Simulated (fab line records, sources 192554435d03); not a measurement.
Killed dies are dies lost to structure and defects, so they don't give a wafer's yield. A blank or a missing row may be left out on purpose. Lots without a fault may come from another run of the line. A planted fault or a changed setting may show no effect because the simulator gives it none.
One fault seen from 3 desks | flow n5_finfet | each desk has only its own numbers; what lay behind them comes last

THE METROLOGY DESK
What the gauges read, lot by lot, whatever tool the lot ran on: means of the sampled wafers that have a number. A lot is out of limits, marked OUT, if its mean lies more than 4 standard deviations from the usual mean; the brackets give that distance. Of its 10 readings 7 are shown: those that lie furthest out on some lot.
Columns: A = DIBL_N at N5_BEOL_M4_RC_MEAS_101, usual 36.0 mV/V; B = IOFF_N at N5_BEOL_M4_RC_MEAS_101, usual 0.156 nA/um; C = IOFF_P at N5_BEOL_M4_RC_MEAS_101, usual 0.21 nA/um; D = ION_N at N5_BEOL_M4_RC_MEAS_101, usual 673 uA/um; E = ION_P at N5_BEOL_M4_RC_MEAS_101, usual 463 uA/um; F = SS_P at N5_BEOL_M4_RC_MEAS_101, usual 73.3 mV/dec; G = VT_P at N5_BEOL_M4_RC_MEAS_101, usual -250 mV
lot  | first seen here | A    | B     | C    | D   | E   | F    | G
L249 | day 8 01:18     | 36.4 | 0.169 | 0.18 | 674 | 456 | 73.6 | -255
L250 | day 8 11:33     | 36.2 | 0.148 | 0.17 | 670 | 455 | 73.3 | -254
L253 | day 9 11:20     | 38.1 | 0.173 | 0.23 | 667 | 461 | 74.4 | -251
L257 | day 10 11:10    | 33.9 | 0.137 | 0.21 | 667 | 463 | 73.1 | -248
L260 | day 11 03:14    | 35.4 | 0.153 | 0.27 | 687 | 482 | 73.9 | -242
L262 | day 11 14:01    | 36.0 | 0.170 | 0.19 | 680 | 460 | 73.9 | -253
L264 | day 12 10:09    | 37.9 | 0.166 | 0.23 | 678 | 464 | 72.9 | -249
L268 | day 13 08:37    | 34.3 | 0.139 | 0.20 | 673 | 468 | 73.1 | -247
L267 | day 13 12:47    | 38.0 | 0.196 | 0.23 | 684 | 463 | 74.0 | -251
L270 | day 14 00:35    | 36.4 | 0.172 | 0.22 | 686 | 465 | 73.2 | -251
This desk's finding: nothing out of limits on any of the 10 lots.

THE TOOL OWNER'S DESK: litho_track-02
The tool's own readings at N5_SD_EPI_P_COAT_34 (time 60 s, resist thk 350 nm): means of the sampled wafers that have a number, for each lot that ran on this tool. A lot is out of limits, marked OUT, if its mean lies more than 4 standard deviations from the usual mean; the brackets give that distance.
Columns: A = spin_speed_rpm at N5_SD_EPI_P_COAT_34, usual 1499.8 rpm
lot  | first seen here | A
L250 | day 4 03:14     | 1499.4
L253 | day 4 17:36     | 1499.8
L257 | day 5 18:17     | 1572.2 (+78) OUT
L260 | day 6 12:23     | 1572.0 (+78) OUT
This desk's finding: out of limits on L257, L260; first on L257, day 5 18:17 (spin_speed_rpm at N5_SD_EPI_P_COAT_34). In limits: L250, L253.

THE DEFECT DESK
What the inspections along the route counted, lot by lot: means of the sampled wafers that have a number. A lot is out of limits, marked OUT, if its mean lies more than 4 standard deviations from the usual mean; the brackets give that distance.
Columns: A = raw_defect_count at N5_SPACER0_INSPECT_04, usual 134
lot  | first seen here | A
L249 | day 3 12:52     | 141
L250 | day 3 21:41     | 147
L253 | day 4 12:58     | 124
L257 | day 5 13:30     | 163
L260 | day 6 07:54     | 119
L262 | day 7 01:12     | 112
L264 | day 7 10:13     | 133
L267 | day 8 00:58     | 144
L268 | day 8 07:20     | 188
L270 | day 8 17:59     | 124
This desk's finding: nothing out of limits on any of the 10 lots.

PUT TOGETHER
The tool owner's desk could have raised an alarm at day 5 18:17, on L257, L260.
The metrology desk saw nothing out of limits.
The defect desk saw nothing out of limits.
The metrology desk has L257, L260 on record, within its limits.
The defect desk has L257, L260 on record, within its limits.
Of the lots named, all ran N5_SD_EPI_P_COAT_34 on litho_track-02.

WHAT THE SIMULATOR HAD PUT IN
Process parameter drift: litho_track-02, from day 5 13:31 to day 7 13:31, at N5_SD_EPI_P_COAT_34. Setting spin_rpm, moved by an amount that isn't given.
Lots struck among those shown: L257, L260.
Hours from the fault's start to each desk's first reading out of limits: the tool owner's desk, 5.
